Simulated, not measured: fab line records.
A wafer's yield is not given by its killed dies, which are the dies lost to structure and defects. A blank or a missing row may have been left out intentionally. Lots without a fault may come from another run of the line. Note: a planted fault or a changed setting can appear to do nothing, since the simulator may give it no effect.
Struck lot and sound lot, side by side :: flow nand harc :: 15 out of 1302 route steps
Sound: wafers L572.1, L572.4, L572.5. Wafers struck: L563.2, L563.4, L563.5. Last of all comes the cause.
Each step with rows lists, per side, the tool, then ch with its chambers, then its first start. Under that, the readings that differ: sound wafers :: struck wafers :: difference of the means :: sigmas: that difference in standard deviations of wafers without a fault.
alike: readings whose means differ by less than 2 such deviations, and words and numbers that are the same on both sides. not compared: withheld readings, readings that some wafer has no value for, bounds like >300 that may hide the same value, and numbers for which the record gives no deviation and whose values overlap.
The two part at a step that has a row with sigmas, a row that says differs or no value, or rows on one side only. When numbers do not overlap yet have no deviation, they are printed without sigmas and do not part them. Lack of a reading on every wafer of one side parts them only where that side has two or more wafers.

first, 4 steps without rows for these wafers: NHARC_P_M2_EBR_05; NHARC_P_M2_EXPOSE_06 (exposes mask P M2, target cd 170 nm); NHARC_P_M2_PEB_07 (peb time 65 s); NHARC_P_M2_DEVELOP_08 (develop time 35 s).
NHARC_P_M2_CD_MEAS_09 targets a cd of 170 nm.
  sound on cd sem-03 ch 0, day 13 02:39; struck on cd sem-01 ch 0, day 9 02:13
  alike: cd nm
NHARC_P_M2_OVL_MEAS_10: pitch 340 nm.
  sound on overlay-02 at day 13 02:44; struck on overlay-01 at day 9 02:19
  alike: overlay x nm, overlay y nm
NHARC_P_M2_INSPECT_11:
  sound on defect inspect-01 at day 13 02:47; struck on defect inspect-01 at day 9 02:21
  alike: raw defect count
NHARC_P_M2_DESCUM_14: chemistry O2, time 3 s.
  sound on rie diel-01 ch 0,1,3, day 13 02:51; struck on rie diel-02 ch 0,2, day 9 02:25
  alike: drypump motor current A, oes product au, rf vpp V, showerhead plenum p Torr, throttle valve pct
  not compared: rf hours counter h
NHARC_P_M2_ETCH_35: etches the open film in N2/H2, target depth 40 nm, overetch 12 nm, time 43.94 s.
  sound on rie diel-01 ch 1,2,3, day 13 02:56; struck on rie diel-02 ch 1,2, day 9 02:29
  alike: drypump motor current A, oes product au, rf vpp V, showerhead plenum p Torr, throttle valve pct
  not compared: rf hours counter h
NHARC_P_M2_ETCH_15: etches the open film in C4F8/Ar, target depth 182.5 nm, time 91.2 s.
  sound: rie diel-01 ch 0,1,3; struck: rie diel-02 ch 0,2,3
  alike: oes product au, rf vpp V
  not compared: rf hours counter h
NHARC_P_M2_CD_MEAS_16:
  sound on cd sem-01 at day 13 03:09; struck on cd sem-02 at day 9 02:43
  alike: cd nm
NHARC_P_M2_STRIP_18: strips in N2/H2.
  sound on rie diel-02 ch 1,2,3, day 13 03:15; struck on rie diel-01 ch 0,1,3, day 9 02:49
  alike: drypump motor current A, oes product au, rf vpp V, showerhead plenum p Torr, throttle valve pct
  not compared: rf hours counter h
NHARC_P_M2_ETCH_28: etches the open film in CF4/N2, target depth 30 nm, time 72.99 s.
  sound on rie diel-02 ch 0,1,3, day 13 03:28; struck on rie diel-01 ch 2,3, day 9 03:02
reading: oes product au (a.u.)
sound: 0.999 0.999 1.015
struck: 0.850 0.861 0.854
difference: -0.149
sigmas: -18
  alike: drypump motor current A, rf vpp V, showerhead plenum p Torr, throttle valve pct
  not compared: rf hours counter h
then, 1 step without rows for these wafers: NHARC_P_M2_STRIP_19 (strips in post etch residue remover, time 600 s).
-- record jumps: 18 days between struck wafers' starts before vs after; left off in module P_M2, resumes in module END, first step shown is number 1302 of the route --
NHARC_END_SORT_01:
  sound on prober-01 ch 0, day 30 17:28; struck on prober-02 ch 0, day 26 22:00
  alike: defect limited yield, killed at array, killed at other, killed at periphery, killed dies, killed open, killed short

== WHERE THEY PART ==
Within this record, at NHARC_P_M2_ETCH_28 only. Later steps at which nothing parts them and some readings are alike: NHARC_END_SORT_01.

WHY: what the simulator had put in
Drift in process parameters on rie diel-01 at NHARC_P_M2_ETCH_28, starting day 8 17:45. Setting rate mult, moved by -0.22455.
